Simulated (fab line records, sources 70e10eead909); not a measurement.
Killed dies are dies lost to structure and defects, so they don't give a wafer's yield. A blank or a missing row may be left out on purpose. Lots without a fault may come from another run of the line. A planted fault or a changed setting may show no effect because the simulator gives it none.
Chamber matching | flow nand_harc | NHARC_P_M2_PRE_CLEAN_32 on pecvd-02: 3 sister chambers
The step time 12 s. 6 wafers are shown with their chamber, then 9 later ones without.

WAFERS WITH THEIR CHAMBER
wafer  | chamber | heater_power_w (W) | rf_fwd_power_W (W)
L087.1 | 1       | 495                | 292.1
L087.2 | 0       | 478                | 293.3
L087.3 | 2       | 708                | 292.2
L090.1 | 0       | 445                | 293.4
L090.2 | 1       | 555                | 293.3
L090.4 | 2       | 680                | 292.8

WAFERS WITHOUT THEIR CHAMBER
wafer  | heater_power_w (W) | rf_fwd_power_W (W)
L091.1 | 479                | 292.2
L091.3 | 718                | 291.9
L091.5 | 709                | 293.3
L097.1 | 729                | 291.9
L097.2 | 440                | 293.3
L097.3 | 545                | 292.2
L096.1 | 435                | 292.4
L096.4 | 519                | 292.6
L096.5 | 684                | 292.2

WHICH CHAMBER EACH WENT THROUGH
wafer  | from the rows above     | in truth
L091.1 | can't be placed: 1 or 0 | 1
L091.3 | 2                       | 2
L091.5 | 2                       | 2
L097.1 | 2                       | 2
L097.2 | 0                       | 0
L097.3 | 1                       | 1
L096.1 | can't be placed: 0 or 1 | 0
L096.4 | 1                       | 1
L096.5 | 2                       | 2
Placed correctly: 7 of 9. Can't be placed from these rows: 2 (the true chamber is among the candidates in 2). Placed wrongly: 0.
How it was worked out, from the rows above alone: a wafer's distance from a chamber is the root of the sum, over the readings, of the square of ((its reading less the chamber's mean) divided by the reading's scatter). The wafer belongs to the nearest chamber; if the next one is less than 2 further off, it can't be placed. A chamber's mean is the mean of its shown wafers. The scatter: the root of (the sum of the squares of (reading less its chamber's mean) over the shown wafers, divided by (wafers less chambers)).
